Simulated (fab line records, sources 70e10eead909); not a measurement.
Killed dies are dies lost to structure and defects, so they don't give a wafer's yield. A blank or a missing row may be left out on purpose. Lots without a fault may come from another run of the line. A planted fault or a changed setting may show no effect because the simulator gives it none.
fab line records | flow nand_harc
record lots=14 wafers=42 last_day=33
route steps=1302 shown P_ZERO_WELL@29 P_STI@72 END@1302
lots that met no fault: from a run of the same line without faults
start_h: hours from the record's first day to the start of the lot's first wafer shown | wait_h: hours since the lot's step before | " the same as in the row above | L1.1+2: a row that stands for several wafers | - no value, or no start given | * or withheld: withheld | < > ~ a bound
route shown NAME@n: a module of which the file shows steps, and the number in the route of the first | usual: mean/standard deviation of fault-free wafers | same: alike in all rows | chamber/n: place in a boat | sites: the reading at each site | _std_site: their standard deviation | _edge_site: outer sites' mean less inner sites' | radius_mm: how far each site lies from the wafer's centre | mask NAME#n: copy n | behind: the tool/chamber that last shaped the wafer | hold: why the lot was held/for how many hours/how that ended | device: the transistor (n, p or np) that didn't switch | end of line: the same wafers' tests at the end of the route | a step without rows: its recipe alone | killed: dies lost to structure and defects at the first sort, not the wafer's yield | map: a wafer's dies, x killed, . not, _ none there
set.NAME: the setting as run; set.NAME@STEP: as run at that earlier step | model.NAME: the simulator's own value behind a step, which no gauge read
steps of the route over a sample of lots; a table a step, a row a wafer
## steps
# step NHARC_P_ZERO_WELL_CD_MEAS_24
# recipe target_cd_nm=720 landing_energy_ev=500
# usual cd_nm=720.6/2.3
# columns lot.wafer tool chamber start_h wait_h cd_nm
L323.2 cd_sem-02 0 32.61 - 719.3
L323.3 " 0 " " 718.0
L323.6 " 0 " " 716.6
L324.1 cd_sem-02 0 42.64 - 721.7
L324.4 " 0 " " 718.0
L324.6 " 0 " " 719.2
L325.1 cd_sem-01 0 52.64 - 720.9
L325.3 " 0 " " 721.7
L325.6 " 0 " " 722.5
L326.3 cd_sem-01 0 62.58 - 721.5
L326.4 " 0 " " 719.3
L326.5 " 0 " " 722.2
L327.3 cd_sem-02 0 74.25 - 720.2
L327.4 " 0 " " 721.5
L327.6 " 0 " " 722.0
L328.1 cd_sem-03 0 82.59 - 723.1
L328.2 " 0 " " 720.8
L328.3 " 0 " " 722.6
L329.2 cd_sem-02 0 92.45 - 720.0
L329.3 " 0 " " 720.3
L329.6 " 0 " " 718.6
L330.2 cd_sem-03 0 102.34 - 717.0
L330.3 " 0 " " 721.7
L330.4 " 0 " " 720.7
L331.1 cd_sem-01 0 112.54 - 721.2
L331.2 " 0 " " 720.6
L331.3 " 0 " " 720.5
L337.2 cd_sem-03 0 172.63 - 721.4
L337.5 " 0 " " 719.9
L337.6 " 0 " " 722.9
L341.1 cd_sem-02 0 212.52 - 722.4
L341.4 " 0 " " 717.0
L341.6 " 0 " " 720.6
L342.2 cd_sem-02 0 224.13 - 723.6
L342.3 " 0 " " 723.4
L342.6 " 0 " " 723.8
L343.1 cd_sem-01 0 232.62 - 719.7
L343.2 " 0 " " 717.6
L343.4 " 0 " " 720.2
L344.1 cd_sem-01 0 242.48 - 722.5
L344.2 " 0 " " 722.8
L344.6 " 0 " " 721.5
# step NHARC_P_ZERO_WELL_CD_MEAS_52
# recipe target_cd_nm=2000 landing_energy_ev=500
# usual cd_nm=2000.0/1.6
# columns lot.wafer tool chamber start_h wait_h cd_nm
L323.2 cd_sem-02 0 35.84 - 2001.5
L323.3 " 0 " " 1999.6
L323.6 " 0 " " 2002.3
L324.1 cd_sem-03 0 45.80 - 1999.7
L324.4 " 0 " " 1998.6
L324.6 " 0 " " 1998.8
L325.1 cd_sem-03 0 55.94 - 2002.3
L325.3 " 0 " " 2000.5
L325.6 " 0 " " 2003.4
L326.3 cd_sem-01 0 65.85 - 2000.3
L326.4 " 0 " " 2001.7
L326.5 " 0 " " 1999.9
L327.3 cd_sem-02 0 77.67 - 1998.9
L327.4 " 0 " " 1997.8
L327.6 " 0 " " 1998.9
L328.1 cd_sem-01 0 85.75 - 1998.8
L328.2 " 0 " " 2000.2
L328.3 " 0 " " 1997.9
L329.2 cd_sem-02 0 95.73 - 2001.6
L329.3 " 0 " " 2001.4
L329.6 " 0 " " 2000.1
L330.2 cd_sem-02 0 105.62 - 1999.2
L330.3 " 0 " " 2000.0
L330.4 " 0 " " 1997.7
L331.1 cd_sem-02 0 115.75 - 1998.3
L331.2 " 0 " " 2001.8
L331.3 " 0 " " 2001.4
L337.2 cd_sem-02 0 176.26 - 1998.7
L337.5 " 0 " " 2000.5
L337.6 " 0 " " 1999.4
L341.1 cd_sem-02 0 215.67 - 2002.3
L341.4 " 0 " " 2001.6
L341.6 " 0 " " 2000.6
L342.2 cd_sem-03 0 227.42 - 2000.4
L342.3 " 0 " " 2001.6
L342.6 " 0 " " 2000.9
L343.1 cd_sem-02 0 235.77 - 2001.6
L343.2 " 0 " " 2000.2
L343.4 " 0 " " 1999.7
L344.1 cd_sem-03 0 245.63 - 2000.5
L344.2 " 0 " " 1999.7
L344.6 " 0 " " 2002.6
# step NHARC_P_ZERO_WELL_RTA_42
# recipe temp_c=1100 time_s=300
# usual lamp_power_pct=37.6/2.9 lamp_zone_1_pct=37.6/2.9 wafer_temp_C_max=1104.5/1.2
# columns lot.wafer tool chamber start_h wait_h lamp_power_pct lamp_zone_1_pct wafer_temp_C_max
L323.2 rtp_anneal-02 0 37.08 - 34.8 34.8 1103.5
L323.3 " 0 " " 34.8 34.8 1104.2
L323.6 " 0 " " 34.8 34.9 1103.7
L324.1 rtp_anneal-02 0 46.94 - 34.8 34.8 1103.1
L324.4 " 0 " " 34.9 34.9 1103.7
L324.6 " 0 " " 34.8 34.9 1104.2
L325.1 rtp_anneal-01 0 57.09 - 40.8 40.8 1106.1
L325.3 " 0 " " 40.8 40.8 1105.5
L325.6 " 0 " " 40.9 40.9 1106.2
L326.3 rtp_anneal-02 0 67.20 - 34.8 34.9 1103.1
L326.4 " 0 " " 34.8 34.9 1103.8
L326.5 " 0 " " 34.9 34.9 1106.6
L327.3 rtp_anneal-01 0 79.02 - 40.7 40.7 1105.6
L327.4 " 0 " " 40.7 40.7 1103.3
L327.6 " 0 " " 40.7 40.7 1105.9
L328.1 rtp_anneal-02 0 86.89 - 34.9 34.9 1104.9
L328.2 " 0 " " 34.9 34.8 1104.7
L328.3 " 0 " " 34.9 34.9 1104.2
L329.2 rtp_anneal-02 0 96.97 - 34.9 34.9 1103.5
L329.3 " 0 " " 34.8 34.9 1103.2
L329.6 " 0 " " 34.9 34.9 1103.0
L330.2 rtp_anneal-02 0 106.96 - 34.9 34.8 1103.9
L330.3 " 0 " " 34.8 34.9 1103.1
L330.4 " 0 " " 34.9 34.8 1103.5
L331.1 rtp_anneal-01 0 116.98 - 40.9 40.8 1104.7
L331.2 " 0 " " 40.8 40.8 1104.8
L331.3 " 0 " " 40.9 40.8 1106.0
L337.2 rtp_anneal-01 0 177.50 - 40.8 40.8 1106.1
L337.5 " 0 " " 40.8 40.8 1104.2
L337.6 " 0 " " 40.8 40.8 1106.3
L341.1 rtp_anneal-01 0 216.81 - 40.7 40.8 1105.9
L341.4 " 0 " " 40.7 40.8 1105.2
L341.6 " 0 " " 40.7 40.8 1105.4
L342.2 rtp_anneal-02 0 228.66 - 34.8 34.8 1103.5
L342.3 " 0 " " 34.9 34.8 1102.8
L342.6 " 0 " " 34.8 34.8 1103.6
L343.1 rtp_anneal-02 0 236.91 - 34.9 34.9 1103.5
L343.2 " 0 " " 34.8 34.8 1103.1
L343.4 " 0 " " 34.9 34.8 1105.0
L344.1 rtp_anneal-02 0 246.83 - 34.9 34.9 1104.4
L344.2 " 0 " " 34.9 34.8 1103.6
L344.6 " 0 " " 34.8 34.9 1103.8
# step NHARC_P_STI_OXIDE_29
# recipe target_thk_a=100 temp_c=900 ox_time_s=1362 material=SiO2
# columns lot.wafer tool chamber start_h wait_h
L323.2+3+6 furnace-06 0 41.60 -
L324.1+4+6 furnace-06 0 51.59 -
L325.1+3+6 furnace-03 0 61.60 -
L326.3+4+5 furnace-06 0 71.61 -
L327.3+4+6 furnace-02 0 85.49 -
L328.1+2+3 furnace-06 0 91.52 -
L329.2+3+6 furnace-02 0 100.80 -
L330.2+3+4 furnace-03 0 113.17 -
L331.1+2+3 furnace-02 0 123.77 -
L331.1+2+3 furnace-02 0 131.17 3.7
L337.2+5+6 furnace-02 0 181.33 -
L341.1+4+6 furnace-03 0 221.81 -
L341.1+4+6 furnace-03 0 225.82 0.3
L342.2+3+6 furnace-06 0 233.26 -
L343.1+2+4 furnace-06 0 241.55 -
L344.1+2+6 furnace-06 0 253.11 -
# step NHARC_END_SORT_01
# recipe temp_c=25
# usual killed_at_array=46/16 killed_at_other=0.9/1.3 killed_at_periphery=4.1/3 killed_dies=51/17 killed_open=3.5/1.8 killed_short=2.5/1.8
# same gross_dies=677
# columns lot.wafer tool chamber start_h wait_h killed_at_array killed_at_other killed_at_periphery killed_dies killed_open killed_short
L323.2 prober-01 0 572.01 2.8 81 1 2 84 5 1
L323.3 prober-01 0 572.82 3.1 72 0 1 73 3 1
L323.6 prober-01 0 575.24 4.0 66 0 5 71 4 2
L325.1 prober-01 0 580.01 2.5 45 0 7 52 4 0
L325.3 prober-01 0 581.62 3.1 34 2 7 43 8 3
L325.6 prober-01 0 584.03 4.0 43 2 0 45 4 1
L324.1 prober-02 0 587.76 2.5 43 0 3 46 4 4
L324.4 prober-02 0 590.11 3.3 37 0 4 41 5 4
L324.6 prober-02 0 591.67 3.9 35 8 3 46 6 2
L326.3 prober-01 0 610.03 3.1 41 1 5 47 2 1
L326.4 prober-01 0 610.84 3.4 44 1 9 54 7 3
L326.5 prober-01 0 611.64 3.7 64 1 7 72 4 0
L327.3 prober-02 0 627.34 3.1 34 1 5 40 4 1
L327.4 prober-02 0 628.14 3.4 63 1 2 66 1 3
L327.6 prober-02 0 629.74 4.0 42 0 0 42 2 1
L328.1 prober-01 0 636.60 2.5 37 0 0 37 6 2
L328.2 prober-01 0 637.38 2.8 21 0 3 24 3 1
L328.3 prober-01 0 638.17 3.1 38 1 0 39 5 5
L329.2 prober-02 0 643.20 2.8 34 0 1 35 1 2
L329.3 prober-02 0 644.01 3.1 44 0 1 45 5 4
L329.6 prober-02 0 646.44 4.0 34 0 2 36 1 3
L331.1 prober-01 0 658.71 2.5 61 0 0 61 7 2
L331.2 prober-01 0 659.52 2.8 75 1 6 82 0 6
L331.3 prober-01 0 660.34 3.1 56 0 2 58 5 2
L330.2 prober-02 0 659.54 2.8 41 2 8 51 4 1
L330.3 prober-02 0 660.34 3.1 38 0 7 45 3 3
L330.4 prober-02 0 661.14 3.4 42 2 4 48 2 1
L337.2 prober-01 0 706.46 2.8 46 0 3 49 4 2
L337.5 prober-01 0 708.88 3.7 38 0 8 46 6 4
L337.6 prober-01 0 709.69 4.0 36 0 1 37 0 6
L342.2 prober-01 0 762.69 2.8 54 2 5 61 2 2
L342.3 prober-01 0 763.50 3.1 59 0 7 66 3 8
L342.6 prober-01 0 765.92 4.0 65 2 7 74 5 1
L341.1 prober-01 0 770.71 2.5 40 0 5 45 7 2
L341.4 prober-01 0 773.12 3.4 36 0 3 39 1 2
L341.6 prober-01 0 774.73 4.0 43 0 2 45 3 2
L343.1 prober-02 0 783.11 2.5 46 2 8 56 3 5
L343.2 prober-02 0 783.91 2.8 43 5 9 57 3 5
L343.4 prober-02 0 785.49 3.4 60 2 6 68 3 6
L344.1 prober-01 0 783.14 2.5 53 0 2 55 4 3
L344.2 prober-01 0 783.93 2.8 54 3 5 62 4 3
L344.6 prober-01 0 787.12 4.0 49 1 1 51 1 5
# killed by level:class
L323.2 A_CHANNEL_HOLE_D2:chamber_film_flake=31 A_SLIT:chamber_film_flake=22 A_CHANNEL_HOLE_D1:chamber_film_flake=14 A_ONON_D1:geometric_particle:open=3 A_ZERO_WELL:chamber_film_flake=3 A_CONTACT:chamber_film_flake=3 P_GATE:geometric_particle:open=1 A_ONON_D2:geometric_particle:short=1
L323.3 A_CHANNEL_HOLE_D2:chamber_film_flake=25 A_SLIT:chamber_film_flake=25 A_CHANNEL_HOLE_D1:chamber_film_flake=16 A_WL_FILL:chamber_film_flake=2 P_CONTACT:geometric_particle:open=1 A_SOURCE_PLATE:geometric_particle:short=1 A_SOURCE_PLATE:geometric_particle:open=1 A_M0:geometric_particle:open=1
L323.6 A_SLIT:chamber_film_flake=26 A_CHANNEL_HOLE_D1:chamber_film_flake=13 A_CHANNEL_HOLE_D2:chamber_film_flake=11 A_CONTACT:unspecified=3 P_ZERO_WELL:chamber_film_flake=2 P_M1:chamber_film_flake=2 A_CONTACT:chamber_film_flake=2 A_CHANNEL_FILL_D1:geometric_particle:short=1
L325.1 A_SLIT:chamber_film_flake=27 A_CHANNEL_HOLE_D2:chamber_film_flake=7 P_CONTACT:chamber_film_flake=3 A_CHANNEL_HOLE_D1:chamber_film_flake=3 A_STAIRCASE:chamber_film_flake=3 A_CONTACT:chamber_film_flake=3 P_M0:geometric_particle:open=2 P_CONTACT:geometric_particle:open=1
L325.3 A_SLIT:chamber_film_flake=13 A_CHANNEL_HOLE_D2:chamber_film_flake=6 P_CONTACT:chamber_film_flake=4 P_CONTACT:geometric_particle:open=2 A_DECK1_JOINT:geometric_particle:open=2 A_CONTACT:chamber_film_flake=2 THIN_TSV:chamber_film_flake=2 A_ONON_D1:geometric_particle:short=1
L325.6 A_SLIT:chamber_film_flake=18 A_CHANNEL_HOLE_D2:chamber_film_flake=12 A_STAIRCASE:chamber_film_flake=4 A_CHANNEL_HOLE_D1:chamber_film_flake=2 THIN_TSV:chamber_film_flake=2 A_DECK1_JOINT:geometric_particle:open=1 A_STAIRCASE:geometric_particle:open=1 A_WL_FILL:geometric_particle:short=1
L324.1 A_CHANNEL_HOLE_D2:chamber_film_flake=28 A_CONTACT:chamber_film_flake=3 A_SGD_CUT:geometric_particle:short=2 A_ZERO_WELL:chamber_film_flake=2 A_CHANNEL_HOLE_D1:chamber_film_flake=2 A_M0:chamber_film_flake=2 P_GATE:geometric_particle:open=1 P_M0:geometric_particle:open=1
L324.4 A_CHANNEL_HOLE_D2:chamber_film_flake=20 A_STAIRCASE:chamber_film_flake=3 A_ONON_D1:geometric_particle:short=2 A_CONTACT:geometric_particle:open=2 P_STI:chamber_film_flake=2 A_DECK1_JOINT:chamber_film_flake=2 P_GATE:geometric_particle:short=1 P_M0:geometric_particle:open=1
L324.6 A_CHANNEL_HOLE_D2:chamber_film_flake=20 THIN_TSV:chamber_film_flake=7 A_M0:chamber_film_flake=3 A_CHANNEL_FILL_D2:chamber_film_flake=2 A_STAIRCASE:chamber_film_flake=2 A_WL_FILL:chamber_film_flake=2 P_CONTACT:geometric_particle:open=1 P_M2:geometric_particle:open=1
L326.3 A_CHANNEL_HOLE_D1:chamber_film_flake=21 A_CHANNEL_HOLE_D2:chamber_film_flake=15 P_CONTACT:chamber_film_flake=2 A_CONTACT:chamber_film_flake=2 P_CONTACT:geometric_particle:open=1 P_M0:geometric_particle:open=1 A_CHANNEL_FILL_D1:geometric_particle:short=1 P_ZERO_WELL:chamber_film_flake=1
L326.4 A_CHANNEL_HOLE_D1:chamber_film_flake=16 A_CHANNEL_HOLE_D2:chamber_film_flake=9 A_STAIRCASE:chamber_film_flake=6 A_CONTACT:chamber_film_flake=6 P_M0:geometric_particle:open=3 P_CONTACT:chamber_film_flake=3 A_DECK1_JOINT:geometric_particle:short=2 P_ZERO_WELL:chamber_film_flake=2
L326.5 A_CHANNEL_HOLE_D2:chamber_film_flake=27 A_CHANNEL_HOLE_D1:chamber_film_flake=22 A_CONTACT:chamber_film_flake=6 P_CONTACT:chamber_film_flake=4 A_CONTACT:geometric_particle:open=2 A_CHANNEL_FILL_D1:chamber_film_flake=2 A_WL_FILL:chamber_film_flake=2 P_M0:geometric_particle:open=1
L327.3 A_CHANNEL_HOLE_D2:chamber_film_flake=14 A_CHANNEL_HOLE_D1:chamber_film_flake=8 A_CONTACT:chamber_film_flake=4 P_M0:chamber_film_flake=3 A_STAIRCASE:chamber_film_flake=3 A_WL_FILL:chamber_film_flake=2 P_CONTACT:geometric_particle:short=1 P_CONTACT:geometric_particle:open=1
L327.4 A_CHANNEL_HOLE_D1:chamber_film_flake=31 A_CHANNEL_HOLE_D2:chamber_film_flake=16 A_WL_FILL:chamber_film_flake=4 A_DECK1_JOINT:chamber_film_flake=3 A_STAIRCASE:chamber_film_flake=2 A_CONTACT:chamber_film_flake=2 P_CONTACT:geometric_particle:open=1 A_ONON_D1:geometric_particle:short=1
L327.6 A_CHANNEL_HOLE_D1:chamber_film_flake=13 A_CHANNEL_HOLE_D2:chamber_film_flake=11 A_CONTACT:chamber_film_flake=5 A_STAIRCASE:chamber_film_flake=4 A_ONON_D1:geometric_particle:open=2 A_ZERO_WELL:chamber_film_flake=2 A_SLIT:chamber_film_flake=2 A_WL_FILL:chamber_film_flake=2
L328.1 A_CHANNEL_HOLE_D2:chamber_film_flake=11 A_CONTACT:chamber_film_flake=6 A_BLC:chamber_film_flake=6 A_CHANNEL_HOLE_D1:chamber_film_flake=3 A_M0:geometric_particle:open=2 A_ZERO_WELL:chamber_film_flake=2 A_DECK1_JOINT:geometric_particle:short=1 A_DECK1_JOINT:geometric_particle:open=1
L328.2 A_CHANNEL_HOLE_D2:chamber_film_flake=7 A_CONTACT:chamber_film_flake=5 P_ZERO_WELL:chamber_film_flake=2 A_BLC:chamber_film_flake=2 P_CONTACT:geometric_particle:open=1 A_ONON_D2:geometric_particle:open=1 A_WL_FILL:geometric_particle:short=1 A_WL_FILL:geometric_particle:open=1
L328.3 A_CHANNEL_HOLE_D2:chamber_film_flake=14 A_CONTACT:chamber_film_flake=7 A_BLC:chamber_film_flake=4 A_DECK1_JOINT:geometric_particle:short=2 A_M0:geometric_particle:open=2 A_ZERO_WELL:chamber_film_flake=2 A_ONON_D1:geometric_particle:short=1 A_ONON_D2:geometric_particle:open=1
L329.2 A_CHANNEL_HOLE_D2:chamber_film_flake=22 A_STAIRCASE:chamber_film_flake=5 A_CHANNEL_HOLE_D1:chamber_film_flake=2 P_STI:geometric_particle:short=1 A_WL_FILL:geometric_particle:short=1 A_WL_FILL:geometric_particle:open=1 A_DECK1_JOINT:chamber_film_flake=1 A_SLIT:chamber_film_flake=1
L329.3 A_CHANNEL_HOLE_D2:chamber_film_flake=32 A_M0:geometric_particle:open=2 P_CONTACT:geometric_particle:short=1 A_SOURCE_PLATE:geometric_particle:open=1 A_CHANNEL_HOLE_D2:geometric_particle:short=1 A_CHANNEL_FILL_D2:geometric_particle:open=1 A_CHANNEL_FILL_D2:geometric_particle:short=1 A_CONTACT:geometric_particle:open=1
L329.6 A_CHANNEL_HOLE_D2:chamber_film_flake=22 A_CHANNEL_HOLE_D1:chamber_film_flake=3 A_STAIRCASE:chamber_film_flake=3 P_GATE:geometric_particle:short=1 A_DECK1_JOINT:geometric_particle:short=1 A_ONON_D2:geometric_particle:short=1 A_CONTACT:geometric_particle:open=1 P_M2:chamber_film_flake=1
L331.1 A_SLIT:chamber_film_flake=25 A_CHANNEL_HOLE_D1:chamber_film_flake=19 A_CHANNEL_HOLE_D2:chamber_film_flake=5 A_CONTACT:chamber_film_flake=2 A_CHANNEL_HOLE_D1:geometric_particle:short=1 A_CHANNEL_HOLE_D1:geometric_particle:open=1 A_DECK1_JOINT:geometric_particle:short=1 A_DECK1_JOINT:geometric_particle:open=1
L331.2 A_SLIT:chamber_film_flake=28 A_CHANNEL_HOLE_D1:chamber_film_flake=28 A_CHANNEL_HOLE_D2:chamber_film_flake=10 P_GATE:chamber_film_flake=2 P_M2:chamber_film_flake=2 A_CHANNEL_FILL_D2:chamber_film_flake=2 A_CONTACT:chamber_film_flake=2 P_M1:geometric_particle:short=1
L330.2 A_CHANNEL_HOLE_D1:chamber_film_flake=26 A_CHANNEL_HOLE_D2:chamber_film_flake=7 P_M2:chamber_film_flake=6 A_SLIT:chamber_film_flake=2 A_CHANNEL_HOLE_D1:geometric_particle:open=1 A_CHANNEL_FILL_D1:geometric_particle:open=1 A_ONON_D2:geometric_particle:open=1 A_WL_FILL:geometric_particle:short=1
L330.3 A_CHANNEL_HOLE_D1:chamber_film_flake=20 A_CHANNEL_HOLE_D2:chamber_film_flake=10 P_M2:chamber_film_flake=4 P_M0:chamber_film_flake=2 A_CHANNEL_HOLE_D1:geometric_particle:short=1 A_DECK1_JOINT:geometric_particle:open=1 A_DECK1_JOINT:geometric_particle:short=1 A_ONON_D2:geometric_particle:short=1
L331.3 A_CHANNEL_HOLE_D1:chamber_film_flake=21 A_SLIT:chamber_film_flake=21 A_CHANNEL_HOLE_D2:chamber_film_flake=4 A_CONTACT:chamber_film_flake=3 P_M0:geometric_particle:open=1 A_ONON_D1:geometric_particle:open=1 A_CHANNEL_FILL_D1:geometric_particle:short=1 A_DECK1_JOINT:geometric_particle:short=1
L330.4 A_CHANNEL_HOLE_D1:chamber_film_flake=26 A_CHANNEL_HOLE_D2:chamber_film_flake=9 P_M2:chamber_film_flake=3 A_DECK1_JOINT:chamber_film_flake=2 THIN_TSV:chamber_film_flake=2 A_SOURCE_PLATE:geometric_particle:open=1 A_WL_FILL:geometric_particle:short=1 A_M0:geometric_particle:open=1
L337.2 A_CHANNEL_HOLE_D2:chamber_film_flake=18 A_CHANNEL_HOLE_D1:chamber_film_flake=10 A_SLIT:chamber_film_flake=5 P_ZERO_WELL:chamber_film_flake=2 A_CHANNEL_FILL_D2:chamber_film_flake=2 A_SGD_CUT:chamber_film_flake=2 A_CONTACT:chamber_film_flake=2 A_ONON_D1:geometric_particle:open=1
L337.5 A_CHANNEL_HOLE_D2:chamber_film_flake=19 P_GATE:chamber_film_flake=6 A_CHANNEL_HOLE_D1:chamber_film_flake=3 A_SLIT:chamber_film_flake=3 A_WL_FILL:geometric_particle:short=2 P_GATE:geometric_particle:open=1 A_ONON_D1:geometric_particle:short=1 A_CHANNEL_HOLE_D1:geometric_particle:open=1
L337.6 A_CHANNEL_HOLE_D2:chamber_film_flake=17 A_CHANNEL_HOLE_D1:chamber_film_flake=8 A_STAIRCASE:chamber_film_flake=3 A_WL_FILL:geometric_particle:short=2 A_CONTACT:chamber_film_flake=2 P_GATE:geometric_particle:short=1 A_ONON_D1:geometric_particle:short=1 A_CHANNEL_FILL_D1:geometric_particle:short=1
L342.2 A_CHANNEL_HOLE_D2:chamber_film_flake=19 A_SLIT:chamber_film_flake=19 A_CHANNEL_HOLE_D1:chamber_film_flake=8 A_CONTACT:chamber_film_flake=3 P_CONTACT:chamber_film_flake=2 THIN_TSV:chamber_film_flake=2 A_ONON_D1:geometric_particle:open=1 A_CHANNEL_FILL_D1:geometric_particle:short=1
L342.3 A_SLIT:chamber_film_flake=24 A_CHANNEL_HOLE_D2:chamber_film_flake=15 A_CHANNEL_HOLE_D1:chamber_film_flake=4 P_ZERO_WELL:chamber_film_flake=3 A_DECK1_JOINT:geometric_particle:short=2 P_GATE:chamber_film_flake=2 A_STAIRCASE:chamber_film_flake=2 A_CONTACT:chamber_film_flake=2
L342.6 A_CHANNEL_HOLE_D2:chamber_film_flake=33 A_SLIT:chamber_film_flake=21 A_CHANNEL_HOLE_D1:chamber_film_flake=4 P_CONTACT:chamber_film_flake=4 A_BLC:geometric_particle:open=2 P_GATE:chamber_film_flake=2 THIN_TSV:chamber_film_flake=2 P_M0:geometric_particle:open=1
L341.1 A_CHANNEL_HOLE_D1:chamber_film_flake=10 A_CONTACT:chamber_film_flake=10 A_SLIT:chamber_film_flake=6 A_CHANNEL_FILL_D2:chamber_film_flake=3 P_GATE:geometric_particle:open=2 A_SGD_CUT:geometric_particle:open=2 P_GATE:chamber_film_flake=2 A_ZERO_WELL:chamber_film_flake=2
L341.4 A_CHANNEL_HOLE_D1:chamber_film_flake=9 A_SLIT:chamber_film_flake=7 A_CONTACT:chamber_film_flake=6 A_ZERO_WELL:chamber_film_flake=4 A_CHANNEL_FILL_D2:chamber_film_flake=3 P_ZERO_WELL:chamber_film_flake=2 A_CHANNEL_FILL_D1:chamber_film_flake=2 A_WL_FILL:chamber_film_flake=2
L341.6 A_CHANNEL_HOLE_D1:chamber_film_flake=9 A_CONTACT:chamber_film_flake=9 A_SLIT:chamber_film_flake=7 A_ZERO_WELL:chamber_film_flake=5 A_CHANNEL_HOLE_D2:chamber_film_flake=3 A_WL_FILL:geometric_particle:short=2 P_GATE:chamber_film_flake=2 A_STAIRCASE:chamber_film_flake=2
L343.1 A_SLIT:chamber_film_flake=28 P_STI:chamber_film_flake=4 A_CONTACT:chamber_film_flake=4 A_M0:chamber_film_flake=3 A_STAIRCASE:chamber_film_flake=3 P_CONTACT:geometric_particle:short=2 A_CHANNEL_FILL_D1:geometric_particle:short=2 THIN_TSV:chamber_film_flake=2
L344.1 A_CHANNEL_HOLE_D2:chamber_film_flake=14 A_STAIRCASE:chamber_film_flake=11 A_SLIT:chamber_film_flake=9 A_CONTACT:chamber_film_flake=6 A_CHANNEL_HOLE_D1:chamber_film_flake=4 A_ONON_D2:geometric_particle:open=2 A_CHANNEL_FILL_D2:geometric_particle:short=2 P_ZERO_WELL:chamber_film_flake=2
L343.2 A_SLIT:chamber_film_flake=21 A_M0:chamber_film_flake=7 A_CONTACT:chamber_film_flake=4 THIN_TSV:chamber_film_flake=4 P_STI:chamber_film_flake=3 A_CHANNEL_HOLE_D1:unspecified=3 A_DECK1_JOINT:chamber_film_flake=2 A_STAIRCASE:chamber_film_flake=2
L344.2 A_CHANNEL_HOLE_D2:chamber_film_flake=20 A_CHANNEL_HOLE_D1:chamber_film_flake=11 A_STAIRCASE:chamber_film_flake=8 A_SLIT:chamber_film_flake=7 THIN_TSV:chamber_film_flake=3 P_M0:geometric_particle:open=2 A_ZERO_WELL:chamber_film_flake=2 P_M0:geometric_particle:short=1
L343.4 A_SLIT:chamber_film_flake=31 A_CONTACT:chamber_film_flake=13 A_M0:chamber_film_flake=4 A_SOURCE_PLATE:geometric_particle:short=2 A_WL_FILL:geometric_particle:short=2 P_ZERO_WELL:chamber_film_flake=2 P_CONTACT:chamber_film_flake=2 THIN_TSV:chamber_film_flake=2
L344.6 A_CHANNEL_HOLE_D2:chamber_film_flake=26 A_CHANNEL_HOLE_D1:chamber_film_flake=6 A_STAIRCASE:chamber_film_flake=6 A_SLIT:chamber_film_flake=3 A_WL_FILL:geometric_particle:short=2 P_M0:geometric_particle:short=1 A_CHANNEL_FILL_D2:geometric_particle:short=1 A_STAIRCASE:geometric_particle:short=1
## key
first_sign step=NHARC_P_STI_OXIDE_29 reading=visit direction=added
effect none on later readings
met_at NHARC_P_STI_OXIDE_29
struck_lots L331,L341
tester_left_out L331,L341
not_acting_at NHARC_P_ZERO_WELL_CD_MEAS_24,NHARC_P_ZERO_WELL_CD_MEAS_52,NHARC_P_ZERO_WELL_RTA_42
fault kind=repeated_step_whole tool=furnace-02,furnace-03,furnace-06 chamber=- onset_h=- steps=NHARC_P_STI_OXIDE_29 times=1 scope=struck_lots_only
# tester_left_out: of these lots the tester's yield and bins aren't shown, on N5 and GAA mostly nor the transistor test; their killed dies are dies lost to structure and defects alone, not to doping, threshold or leakage, so they don't give the yield
